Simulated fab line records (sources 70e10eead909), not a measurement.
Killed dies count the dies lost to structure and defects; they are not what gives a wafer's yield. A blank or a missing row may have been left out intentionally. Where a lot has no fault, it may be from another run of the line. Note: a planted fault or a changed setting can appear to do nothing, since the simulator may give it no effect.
Which tool is to blame? + flow nand-harc + Sampling: 21 lots, 63 wafers, 6 of 1302 route steps

== WHAT THE GAUGES SHOWED, per wafer ==
No reading from a measuring or inspecting step in the record can be judged against a usual standard deviation.

== WHICH TOOL RAN EACH LOT (tool, then ch and the chambers of the sampled wafers, then the start) ==
| lot  | NHARC_A_STAIRCASE_TRIM_187         | NHARC_A_STAIRCASE_TRIM_191                    | NHARC_A_STAIRCASE_ETCH_192                    | NHARC_A_STAIRCASE_TRIM_220         | NHARC_A_STAIRCASE_TRIM_222     | NHARC_A_STAIRCASE_TRIM_233     |
|------|------------------------------------|-----------------------------------------------|-----------------------------------------------|------------------------------------|--------------------------------|--------------------------------|
| L074 | rie-diel-01 ch 0,2,3, day 15 07:26 | rie-diel-01 ch 0,1,3, day 15 11:08 or earlier | rie-diel-01 ch 0,1,3, day 15 11:08 or earlier | rie-diel-01 ch 1,2,3, day 15 11:08 | rie-diel-01 ch 1,2,3, no start | rie-diel-01 ch 0,1,3, no start |
| L075 | rie-diel-12 ch 1,2, day 16 02:24   | rie-diel-12 ch 0,2,3, day 16 06:17 or earlier | rie-diel-12 ch 1,2, day 16 06:17 or earlier   | rie-diel-12 ch 1,2,3, day 16 06:17 | rie-diel-12 ch 2,3, no start   | rie-diel-01 ch 0,1,3, no start |
| L076 | rie-diel-06 ch 0,2, day 16 19:01   | rie-diel-06 ch 0,1,2, day 16 22:59 or earlier | rie-diel-06 ch 2,3, day 16 22:59 or earlier   | rie-diel-06 ch 1,2,3, day 16 22:59 | rie-diel-06 ch 2,3, no start   | rie-diel-06 ch 0,3, no start   |
| L077 | rie-diel-12 ch 0,2, day 16 22:51   | rie-diel-12 ch 0,3, day 17 02:55 or earlier   | rie-diel-12 ch 0,2,3, day 17 02:55 or earlier | rie-diel-12 ch 0,1,2, day 17 02:55 | rie-diel-12 ch 0,2, no start   | rie-diel-12 ch 0,1, no start   |
| L078 | rie-diel-06 ch 1,3, day 17 10:26   | rie-diel-06 ch 1,3, day 17 14:05 or earlier   | rie-diel-06 ch 2,3, day 17 14:05 or earlier   | rie-diel-01 ch 1,3, day 17 14:05   | rie-diel-01 ch 0,2,3, no start | rie-diel-12 ch 0,1,3, no start |
| L079 | rie-diel-12 ch 1,2,3, day 17 22:08 | rie-diel-12 ch 1,2,3, day 18 01:58 or earlier | rie-diel-12 ch 1,2, day 18 01:58 or earlier   | rie-diel-12 ch 0,3, day 18 01:58   | rie-diel-12 ch 1,2, no start   | rie-diel-12 ch 0,1, no start   |
| L080 | rie-diel-01 ch 0,1,2, day 18 12:23 | rie-diel-01 ch 0,3, day 18 16:04 or earlier   | rie-diel-01 ch 0,1,2, day 18 16:04 or earlier | rie-diel-06 ch 0,3, day 18 16:04   | rie-diel-06 ch 0,3, no start   | rie-diel-12 ch 0,1, no start   |
| L081 | rie-diel-01 ch 0,1, day 19 00:14   | rie-diel-01 ch 0,1,3, day 19 04:34 or earlier | rie-diel-01 ch 0,2,3, day 19 04:34 or earlier | rie-diel-01 ch 0,3, day 19 04:34   | rie-diel-01 ch 1,2,3, no start | rie-diel-01 ch 0,2, no start   |
| L082 | rie-diel-01 ch 1,2,3, day 19 00:33 | rie-diel-01 ch 0,2,3, day 19 04:50 or earlier | rie-diel-01 ch 2,3, day 19 04:50 or earlier   | rie-diel-12 ch 0,2,3, day 19 04:50 | rie-diel-12 ch 0,1,2, no start | rie-diel-12 ch 0,2,3, no start |
| L083 | rie-diel-01 ch 0,1,3, day 20 00:25 | rie-diel-01 ch 0,1,2, day 20 03:58 or earlier | rie-diel-01 ch 1,2,3, day 20 03:58 or earlier | rie-diel-12 ch 0,1,3, day 20 03:58 | rie-diel-12 ch 0,2,3, no start | rie-diel-12 ch 0,1,3, no start |
| L085 | rie-diel-01 ch 0,1,2, day 20 04:19 | rie-diel-01 ch 0,1,3, day 20 07:53 or earlier | rie-diel-01 ch 1,2,3, day 20 07:53 or earlier | rie-diel-06 ch 0,2,3, day 20 07:53 | rie-diel-06 ch 0,1,2, no start | rie-diel-06 ch 0,1,3, no start |
| L084 | rie-diel-06 ch 0,1,2, day 20 05:00 | rie-diel-06 ch 0,3, day 20 09:27 or earlier   | rie-diel-06 ch 2,3, day 20 09:27 or earlier   | rie-diel-12 ch 1,2,3, day 20 09:27 | rie-diel-12 ch 0,1,3, no start | rie-diel-06 ch 0,2,3, no start |
| L086 | rie-diel-12 ch 1,2, day 20 20:32   | rie-diel-12 ch 1,2, day 21 00:09 or earlier   | rie-diel-12 ch 0,1,2, day 21 00:09 or earlier | rie-diel-01 ch 0,1,3, day 21 00:09 | rie-diel-01 ch 1,2,3, no start | rie-diel-06 ch 0,1, no start   |
| L087 | rie-diel-12 ch 0,2, day 22 02:00   | rie-diel-12 ch 0,1,3, day 22 05:50 or earlier | rie-diel-12 ch 1,3, day 22 05:50 or earlier   | rie-diel-12 ch 1,2,3, day 22 05:50 | rie-diel-12 ch 0,1, no start   | rie-diel-06 ch 0,2, no start   |
| L088 | rie-diel-06 ch 0,1,2, day 22 02:46 | rie-diel-06 ch 0,1,2, day 22 06:50 or earlier | rie-diel-06 ch 0,1,2, day 22 06:50 or earlier | rie-diel-12 ch 1,2, day 22 06:50   | rie-diel-12 ch 0,3, no start   | rie-diel-12 ch 0,1,2, no start |
| L090 | rie-diel-06 ch 1,2,3, day 22 06:32 | rie-diel-06 ch 1,3, day 22 11:32 or earlier   | rie-diel-06 ch 1,2, day 22 11:32 or earlier   | rie-diel-12 ch 0,1,3, day 22 11:32 | rie-diel-12 ch 0,1,3, no start | rie-diel-01 ch 1,2, no start   |
| L089 | rie-diel-01 ch 2,3, day 22 06:50   | rie-diel-01 ch 2,3, day 22 11:13 or earlier   | rie-diel-01 ch 2,3, day 22 11:13 or earlier   | rie-diel-01 ch 2,3, day 22 11:13   | rie-diel-01 ch 2,3, no start   | rie-diel-12 ch 1,2,3, no start |
| L093 | rie-diel-12 ch 0,1,2, day 23 08:36 | rie-diel-12 ch 0,1,2, day 23 12:34 or earlier | rie-diel-12 ch 0,1,2, day 23 12:34 or earlier | rie-diel-01 ch 0,2,3, day 23 12:34 | rie-diel-01 ch 0,1,2, no start | rie-diel-12 ch 0,2,3, no start |
| L094 | rie-diel-01 ch 0,1,3, day 23 19:48 | rie-diel-01 ch 1,2,3, day 23 23:46 or earlier | rie-diel-01 ch 0,1,3, day 23 23:46 or earlier | rie-diel-01 ch 0,2,3, day 23 23:46 | rie-diel-01 ch 0,1,3, no start | rie-diel-12 ch 0,1,3, no start |
| L095 | rie-diel-12 ch 0,2,3, day 24 02:32 | rie-diel-12 ch 0,2,3, day 24 06:11 or earlier | rie-diel-12 ch 1,2,3, day 24 06:11 or earlier | rie-diel-12 ch 0,1, day 24 06:11   | rie-diel-12 ch 0,1,3, no start | rie-diel-12 ch 0,1,3, no start |
| L097 | rie-diel-06 ch 0,2, day 25 01:14   | rie-diel-06 ch 0,1, day 25 07:47 or earlier   | rie-diel-06 ch 0,3, day 25 07:47 or earlier   | rie-diel-01 ch 1,3, day 25 07:47   | rie-diel-01 ch 0,2, no start   | rie-diel-01 ch 0,2,3, no start |
- NHARC_A_STAIRCASE_TRIM_187: chemistry O2, time 211.2 s.
- NHARC_A_STAIRCASE_TRIM_191: chemistry O2, time 211.2 s.
- NHARC_A_STAIRCASE_ETCH_192: etches the open film in C4F8/O2, target depth 100 nm, time 40.5 s.
- NHARC_A_STAIRCASE_TRIM_220: chemistry O2, time 211.2 s.
- NHARC_A_STAIRCASE_TRIM_222: chemistry O2, time 211.2 s.
- NHARC_A_STAIRCASE_TRIM_233: chemistry O2, time 211.2 s.

== WHAT THE TOOLS THEMSELVES READ (means of the sampled wafers that have a number; where no wafer has one, the mark that the record gives instead) ==
NHARC_A_STAIRCASE_TRIM_187. Usual: drypump-motor-current-A 5.8 A, standard deviation 0.34; oes-product-au 1.003 a.u., standard deviation 0.011; rf-vpp-V 57.8 V, standard deviation 0.89; showerhead-plenum-p-Torr 3.52 Torr, standard deviation 0.18; throttle-valve-pct 17.035 %, standard deviation 0.0083.
| lot  | tool        | drypump-motor-current-A (A) | oes-product-au (a.u.) | rf-vpp-V (V) | showerhead-plenum-p-Torr (Torr) | throttle-valve-pct (%) | flag |
|------|-------------|-----------------------------|-----------------------|--------------|---------------------------------|------------------------|------|
| L074 | rie-diel-01 | 5.6                         | 0.998                 | 58.2         | 3.55                            | 17.035                 |      |
| L075 | rie-diel-12 | 5.9                         | 0.997                 | 57.2         | 3.56                            | 17.034                 |      |
| L076 | rie-diel-06 | 5.4                         | 1.008                 | 58.0         | 3.52                            | 17.044                 |      |
| L077 | rie-diel-12 | 6.0                         | 0.998                 | 57.6         | 3.65                            | 17.034                 |      |
| L078 | rie-diel-06 | 5.8                         | 1.004                 | 58.5         | 3.46                            | 17.028                 |      |
| L079 | rie-diel-12 | 5.9                         | 1.006                 | 57.7         | 3.43                            | 17.027                 |      |
| L080 | rie-diel-01 | 5.8                         | 1.010                 | 57.6         | 3.40                            | 17.036                 |      |
| L081 | rie-diel-01 | 5.7                         | 0.996                 | 58.6         | 3.48                            | 17.035                 |      |
| L082 | rie-diel-01 | 6.0                         | 1.006                 | 56.9         | 3.46                            | 17.037                 |      |
| L083 | rie-diel-01 | 5.9                         | 0.998                 | 57.8         | 3.55                            | 17.032                 |      |
| L085 | rie-diel-01 | 5.8                         | 1.009                 | 57.4         | 3.39                            | 17.038                 |      |
| L084 | rie-diel-06 | 5.4                         | 1.012                 | 58.0         | 3.55                            | 17.034                 |      |
| L086 | rie-diel-12 | 5.9                         | 0.994                 | 57.4         | 3.55                            | 17.039                 |      |
| L087 | rie-diel-12 | 6.2                         | 1.005                 | 57.6         | 3.50                            | 17.030                 |      |
| L088 | rie-diel-06 | 5.4                         | 0.997                 | 57.9         | 3.54                            | 17.034                 |      |
| L090 | rie-diel-06 | 5.5                         | 0.994                 | 57.3         | 3.55                            | 17.042                 |      |
| L089 | rie-diel-01 | 5.7                         | 1.016                 | 57.3         | 3.43                            | 17.037                 |      |
| L093 | rie-diel-12 | 6.0                         | 0.997                 | 58.0         | 3.58                            | 17.038                 |      |
| L094 | rie-diel-01 | 5.8                         | 1.010                 | 57.3         | 3.54                            | 17.038                 |      |
| L095 | rie-diel-12 | 6.0                         | 1.001                 | 57.8         | 3.63                            | 17.036                 |      |
| L097 | rie-diel-06 | 5.2                         | 1.002                 | 58.9         | 3.61                            | 17.032                 |      |

NHARC_A_STAIRCASE_TRIM_191. Usual: drypump-motor-current-A 5.8 A, standard deviation 0.31; oes-product-au 1.004 a.u., standard deviation 0.011; rf-vpp-V 57.8 V, standard deviation 0.88; showerhead-plenum-p-Torr 3.53 Torr, standard deviation 0.19; throttle-valve-pct 17.038 %, standard deviation 0.0087.
| lot  | tool        | drypump-motor-current-A (A) | oes-product-au (a.u.) | rf-vpp-V (V) | showerhead-plenum-p-Torr (Torr) | throttle-valve-pct (%) | flag |
|------|-------------|-----------------------------|-----------------------|--------------|---------------------------------|------------------------|------|
| L074 | rie-diel-01 | 5.9                         | 0.998                 | 58.6         | 3.57                            | 17.035                 |      |
| L075 | rie-diel-12 | 6.0                         | 0.999                 | 57.6         | 3.49                            | 17.043                 |      |
| L076 | rie-diel-06 | 5.4                         | 0.998                 | 58.5         | 3.56                            | 17.035                 |      |
| L077 | rie-diel-12 | 5.9                         | 0.992                 | 57.5         | 3.61                            | 17.044                 |      |
| L078 | rie-diel-06 | 5.8                         | 1.010                 | 57.8         | 3.49                            | 17.033                 |      |
| L079 | rie-diel-12 | 5.9                         | 0.998                 | 57.9         | 3.44                            | 17.040                 |      |
| L080 | rie-diel-01 | 5.7                         | 1.006                 | 57.3         | 3.70                            | 17.048                 |      |
| L081 | rie-diel-01 | 5.9                         | 1.002                 | 58.2         | 3.55                            | 17.041                 |      |
| L082 | rie-diel-01 | 5.6                         | 0.994                 | 57.9         | 3.53                            | 17.040                 |      |
| L083 | rie-diel-01 | 5.8                         | 1.008                 | 56.8         | 3.39                            | 17.041                 |      |
| L085 | rie-diel-01 | 5.9                         | 1.004                 | 58.0         | 3.55                            | 17.034                 |      |
| L084 | rie-diel-06 | 5.7                         | 1.011                 | 56.8         | 3.39                            | 17.040                 |      |
| L086 | rie-diel-12 | 6.1                         | 1.011                 | 58.0         | 3.47                            | 17.046                 |      |
| L087 | rie-diel-12 | 5.8                         | 0.995                 | 58.8         | 3.73                            | 17.037                 |      |
| L088 | rie-diel-06 | 5.4                         | 0.999                 | 58.0         | 3.54                            | 17.033                 |      |
| L090 | rie-diel-06 | 5.8                         | 0.988                 | 57.4         | 3.47                            | 17.032                 |      |
| L089 | rie-diel-01 | 5.7                         | 1.006                 | 56.9         | 3.43                            | 17.036                 |      |
| L093 | rie-diel-12 | 6.0                         | 0.994                 | 58.0         | 3.58                            | 17.036                 |      |
| L094 | rie-diel-01 | 6.0                         | 1.014                 | 58.5         | 3.44                            | 17.042                 |      |
| L095 | rie-diel-12 | 6.0                         | 1.008                 | 57.1         | 3.63                            | 17.030                 |      |
| L097 | rie-diel-06 | 5.7                         | 1.001                 | 57.9         | 3.46                            | 17.039                 |      |

NHARC_A_STAIRCASE_ETCH_192. Usual: oes-product-au 0.944 a.u., standard deviation 0.011; rf-fwd-power-W 592 W, standard deviation 3; rf-vpp-V 896 V, standard deviation 6.6.
| lot  | tool        | oes-product-au (a.u.) | rf-fwd-power-W (W) | rf-vpp-V (V) | flag |
|------|-------------|-----------------------|--------------------|--------------|------|
| L074 | rie-diel-01 | 0.938                 | 592                | 898          |      |
| L075 | rie-diel-12 | 0.935                 | 591                | 894          |      |
| L076 | rie-diel-06 | 0.948                 | 590                | 896          |      |
| L077 | rie-diel-12 | 0.942                 | 592                | 894          |      |
| L078 | rie-diel-06 | 0.958                 | 591                | 896          |      |
| L079 | rie-diel-12 | 0.936                 | 591                | 897          |      |
| L080 | rie-diel-01 | 0.952                 | 591                | 890          |      |
| L081 | rie-diel-01 | 0.950                 | 594                | 896          |      |
| L082 | rie-diel-01 | 0.949                 | 595                | 892          |      |
| L083 | rie-diel-01 | 0.955                 | 594                | 894          |      |
| L085 | rie-diel-01 | 0.959                 | 593                | 893          |      |
| L084 | rie-diel-06 | 0.943                 | 592                | 895          |      |
| L086 | rie-diel-12 | 0.952                 | 592                | 898          |      |
| L087 | rie-diel-12 | 0.947                 | 592                | 903          |      |
| L088 | rie-diel-06 | 0.941                 | 591                | 897          |      |
| L090 | rie-diel-06 | 0.932                 | 592                | 898          |      |
| L089 | rie-diel-01 | 0.939                 | 593                | 892          |      |
| L093 | rie-diel-12 | 0.943                 | 591                | 899          |      |
| L094 | rie-diel-01 | 0.957                 | 591                | 896          |      |
| L095 | rie-diel-12 | 0.957                 | 590                | 898          |      |
| L097 | rie-diel-06 | 0.947                 | 594                | 891          |      |

NHARC_A_STAIRCASE_TRIM_220. Usual: drypump-motor-current-A 5.83 A, standard deviation 0.29; oes-product-au 1.003 a.u., standard deviation 0.012; rf-vpp-V 57.8 V, standard deviation 0.97; showerhead-plenum-p-Torr 3.54 Torr, standard deviation 0.2; throttle-valve-pct 17.036 %, standard deviation 0.0092.
| lot  | tool        | drypump-motor-current-A (A) | oes-product-au (a.u.) | rf-vpp-V (V) | showerhead-plenum-p-Torr (Torr) | throttle-valve-pct (%) | flag |
|------|-------------|-----------------------------|-----------------------|--------------|---------------------------------|------------------------|------|
| L074 | rie-diel-01 | 5.95                        | 1.001                 | 57.4         | 3.48                            | 17.038                 |      |
| L075 | rie-diel-12 | 5.94                        | 0.999                 | 58.2         | 3.44                            | 17.042                 |      |
| L076 | rie-diel-06 | 5.55                        | 1.009                 | 57.9         | 3.57                            | 17.037                 |      |
| L077 | rie-diel-12 | 5.99                        | 0.996                 | 57.9         | 3.61                            | 17.036                 |      |
| L078 | rie-diel-01 | 5.99                        | 1.007                 | 57.9         | 3.63                            | 17.028                 |      |
| L079 | rie-diel-12 | 5.89                        | 0.995                 | 58.4         | 3.61                            | 17.035                 |      |
| L080 | rie-diel-06 | 5.81                        | 1.010                 | 58.1         | 3.41                            | 17.018                 |      |
| L081 | rie-diel-01 | 5.69                        | 1.000                 | 58.7         | 3.70                            | 17.034                 |      |
| L082 | rie-diel-12 | 5.99                        | 1.004                 | 58.4         | 3.47                            | 17.027                 |      |
| L083 | rie-diel-12 | 5.84                        | 1.002                 | 58.2         | 3.74                            | 17.042                 |      |
| L085 | rie-diel-06 | 5.52                        | 1.008                 | 57.8         | 3.51                            | 17.030                 |      |
| L084 | rie-diel-12 | 5.94                        | 1.000                 | 58.7         | 3.61                            | 17.031                 |      |
| L086 | rie-diel-01 | 5.87                        | 1.005                 | 56.9         | 3.54                            | 17.036                 |      |
| L087 | rie-diel-12 | 5.94                        | 1.009                 | 58.4         | 3.60                            | 17.032                 |      |
| L088 | rie-diel-12 | 6.06                        | 1.004                 | 57.4         | 3.46                            | 17.027                 |      |
| L090 | rie-diel-12 | 5.83                        | 1.007                 | 57.7         | 3.73                            | 17.034                 |      |
| L089 | rie-diel-01 | 5.77                        | 1.018                 | 58.8         | 3.60                            | 17.028                 |      |
| L093 | rie-diel-01 | 5.64                        | 1.006                 | 58.2         | 3.52                            | 17.038                 |      |
| L094 | rie-diel-01 | 5.65                        | 1.014                 | 58.3         | 3.52                            | 17.030                 |      |
| L095 | rie-diel-12 | 5.87                        | 0.978                 | 57.9         | 3.71                            | 17.045                 |      |
| L097 | rie-diel-01 | 6.18                        | 1.005                 | 57.4         | 3.45                            | 17.040                 |      |

NHARC_A_STAIRCASE_TRIM_222. Usual: drypump-motor-current-A 5.8 A, standard deviation 0.31; oes-product-au 1.002 a.u., standard deviation 0.013; rf-vpp-V 57.8 V, standard deviation 1; showerhead-plenum-p-Torr 3.54 Torr, standard deviation 0.19; throttle-valve-pct 17.038 %, standard deviation 0.009.
| lot  | tool        | drypump-motor-current-A (A) | oes-product-au (a.u.) | rf-vpp-V (V) | showerhead-plenum-p-Torr (Torr) | throttle-valve-pct (%) | flag |
|------|-------------|-----------------------------|-----------------------|--------------|---------------------------------|------------------------|------|
| L074 | rie-diel-01 | 6.0                         | 0.994                 | 58.2         | 3.48                            | 17.042                 |      |
| L075 | rie-diel-12 | 5.9                         | 1.013                 | 56.5         | 3.32                            | 17.039                 |      |
| L076 | rie-diel-06 | 5.3                         | 1.000                 | 57.4         | 3.65                            | 17.036                 |      |
| L077 | rie-diel-12 | 6.0                         | 0.994                 | 59.2         | 3.65                            | 17.036                 |      |
| L078 | rie-diel-01 | 5.6                         | 1.015                 | 57.7         | 3.54                            | 17.044                 |      |
| L079 | rie-diel-12 | 5.9                         | 0.996                 | 58.0         | 3.55                            | 17.040                 |      |
| L080 | rie-diel-06 | 5.7                         | 1.007                 | 57.9         | 3.40                            | 17.042                 |      |
| L081 | rie-diel-01 | 6.0                         | 1.007                 | 56.2         | 3.46                            | 17.037                 |      |
| L082 | rie-diel-12 | 6.0                         | 0.996                 | 57.3         | 3.60                            | 17.033                 |      |
| L083 | rie-diel-12 | 6.0                         | 1.005                 | 58.3         | 3.65                            | 17.030                 |      |
| L085 | rie-diel-06 | 5.4                         | 1.016                 | 57.5         | 3.55                            | 17.027                 |      |
| L084 | rie-diel-12 | 5.8                         | 0.992                 | 57.6         | 3.74                            | 17.026                 |      |
| L086 | rie-diel-01 | 6.0                         | 1.003                 | 57.7         | 3.46                            | 17.047                 |      |
| L087 | rie-diel-12 | 5.8                         | 0.987                 | 58.4         | 3.67                            | 17.033                 |      |
| L088 | rie-diel-12 | 5.8                         | 1.016                 | 58.8         | 3.79                            | 17.040                 |      |
| L090 | rie-diel-12 | 5.8                         | 0.999                 | 57.5         | 3.73                            | 17.039                 |      |
| L089 | rie-diel-01 | 5.8                         | 1.016                 | 57.9         | 3.43                            | 17.043                 |      |
| L093 | rie-diel-01 | 5.8                         | 0.992                 | 56.9         | 3.37                            | 17.039                 |      |
| L094 | rie-diel-01 | 5.9                         | 1.013                 | 58.1         | 3.54                            | 17.035                 |      |
| L095 | rie-diel-12 | 5.8                         | 0.998                 | 57.7         | 3.72                            | 17.033                 |      |
| L097 | rie-diel-01 | 5.6                         | 0.996                 | 59.1         | 3.71                            | 17.032                 |      |

NHARC_A_STAIRCASE_TRIM_233. Usual: drypump-motor-current-A 5.8 A, standard deviation 0.31; oes-product-au 1.002 a.u., standard deviation 0.012; rf-vpp-V 57.7 V, standard deviation 0.83; showerhead-plenum-p-Torr 3.54 Torr, standard deviation 0.18; throttle-valve-pct 17.038 %, standard deviation 0.0093.
| lot  | tool        | drypump-motor-current-A (A) | oes-product-au (a.u.) | rf-vpp-V (V) | showerhead-plenum-p-Torr (Torr) | throttle-valve-pct (%) | flag |
|------|-------------|-----------------------------|-----------------------|--------------|---------------------------------|------------------------|------|
| L074 | rie-diel-01 | 5.9                         | 1.000                 | 57.0         | 3.57                            | 17.034                 |      |
| L075 | rie-diel-01 | 5.9                         | 1.001                 | 57.3         | 3.56                            | 17.037                 |      |
| L076 | rie-diel-06 | 5.8                         | 1.006                 | 57.1         | 3.41                            | 17.036                 |      |
| L077 | rie-diel-12 | 5.8                         | 0.986                 | 57.4         | 3.69                            | 17.034                 |      |
| L078 | rie-diel-12 | 5.8                         | 0.993                 | 57.5         | 3.57                            | 17.049                 |      |
| L079 | rie-diel-12 | 5.8                         | 0.989                 | 57.4         | 3.69                            | 17.044                 |      |
| L080 | rie-diel-12 | 5.8                         | 1.001                 | 58.1         | 3.69                            | 17.025                 |      |
| L081 | rie-diel-01 | 5.5                         | 0.997                 | 57.6         | 3.46                            | 17.030                 |      |
| L082 | rie-diel-12 | 6.0                         | 0.994                 | 58.4         | 3.47                            | 17.039                 |      |
| L083 | rie-diel-12 | 5.8                         | 0.990                 | 58.3         | 3.74                            | 17.044                 |      |
| L085 | rie-diel-06 | 5.7                         | 1.007                 | 58.2         | 3.44                            | 17.032                 |      |
| L084 | rie-diel-06 | 5.5                         | 1.013                 | 57.3         | 3.51                            | 17.046                 |      |
| L086 | rie-diel-06 | 5.7                         | 1.005                 | 57.9         | 3.47                            | 17.031                 |      |
| L087 | rie-diel-06 | 5.2                         | 1.002                 | 57.6         | 3.62                            | 17.034                 |      |
| L088 | rie-diel-12 | 6.0                         | 0.999                 | 57.9         | 3.59                            | 17.037                 |      |
| L090 | rie-diel-01 | 6.2                         | 1.012                 | 57.8         | 3.30                            | 17.040                 |      |
| L089 | rie-diel-12 | 5.9                         | 1.004                 | 58.3         | 3.60                            | 17.029                 |      |
| L093 | rie-diel-12 | 6.0                         | 1.003                 | 58.1         | 3.64                            | 17.041                 |      |
| L094 | rie-diel-12 | 5.8                         | 1.001                 | 57.8         | 3.72                            | 17.043                 |      |
| L095 | rie-diel-12 | 5.8                         | 0.991                 | 58.4         | 3.72                            | 17.039                 |      |
| L097 | rie-diel-01 | 5.6                         | 0.993                 | 58.6         | 3.69                            | 17.034                 |      |

== THE ANSWER, worked out from the rows above alone ==
Rule: a lot counts as off when the mean over its wafers that have a number is more than 3 standard deviations away from the usual mean. A lot without any number at a reading at which 4 lots or more have one is off too. Where the step has rows for the other lots, those lots are counted as sound. The gauges are gone through in route order, then the tools' own readings, and for those a lot's mean is taken as printed above. At the first step where some lot is off, the reading lying furthest off is the one used; lots without a number count as furthest.
No lot is off at any reading shown: from this, nothing can be told.

== WHAT THE SIMULATOR PUT IN ==
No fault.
